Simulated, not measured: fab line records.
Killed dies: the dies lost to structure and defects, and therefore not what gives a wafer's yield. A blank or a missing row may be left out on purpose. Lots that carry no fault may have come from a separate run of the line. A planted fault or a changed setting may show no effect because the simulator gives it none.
Matching of chambers | flow n5 finfet | 3 sister chambers for N5_BEOL_M2_DEP_57 on pecvd-02
The step deposits SiCN from 3MS/NH3, target thk 8 nm, time 14 s. 6 wafers are shown with their chamber, then 10 later ones without.

== EACH WAFER AND ITS CHAMBER ==
wafer  | chamber | throttle valve pct (%) | showerhead plenum p Torr (Torr)
L080.1 | 2       | 8.4                    | 3.655
L083.3 | 0       | 9.1                    | 3.665
L083.5 | 1       | 10.1                   | 3.645
L083.6 | 0       | 9.1                    | 3.651
L090.2 | 1       | 9.7                    | 3.657
L090.3 | 2       | 8.3                    | 3.665

== WAFERS WHOSE CHAMBER IS MISSING ==
wafer  | throttle valve pct (%) | showerhead plenum p Torr (Torr)
L090.5 | 9.9                    | 3.654
L093.2 | 8.2                    | 3.659
L093.5 | 9.3                    | 3.654
L093.6 | 10.2                   | 3.656
L095.1 | 9.5                    | 3.658
L095.2 | 8.5                    | 3.661
L095.3 | 10.1                   | 3.654
L096.3 | 8.5                    | 3.665
L096.5 | 8.3                    | 3.667
L096.6 | 9.3                    | 3.662

== CHAMBER TAKEN BY EACH ==
wafer  | from the rows above     | in truth
L090.5 | 1                       | 1
L093.2 | 2                       | 2
L093.5 | 0                       | 0
L093.6 | 1                       | 1
L095.1 | can't be placed: 0 or 1 | 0
L095.2 | 2                       | 2
L095.3 | 1                       | 1
L096.3 | 2                       | 2
L096.5 | 2                       | 2
L096.6 | 0                       | 0
Correct placement for 9 of the 10. From these rows, 1 cannot be placed; in 1 the true chamber is one of the candidates. Placed wrongly: 0.
How it was worked out, from the rows above alone: a wafer's distance from a chamber is the root of the sum, over the readings, of the square of ((its reading less the chamber's mean) divided by the reading's scatter). If the next closest chamber is less than 2 further off than the closest, the wafer can't be placed; otherwise it belongs to the closest. For every chamber, the mean is computed from those of its wafers that are shown. The scatter: the root of (the sum of the squares of (reading less its chamber's mean) over the shown wafers, divided by (wafers less chambers)).
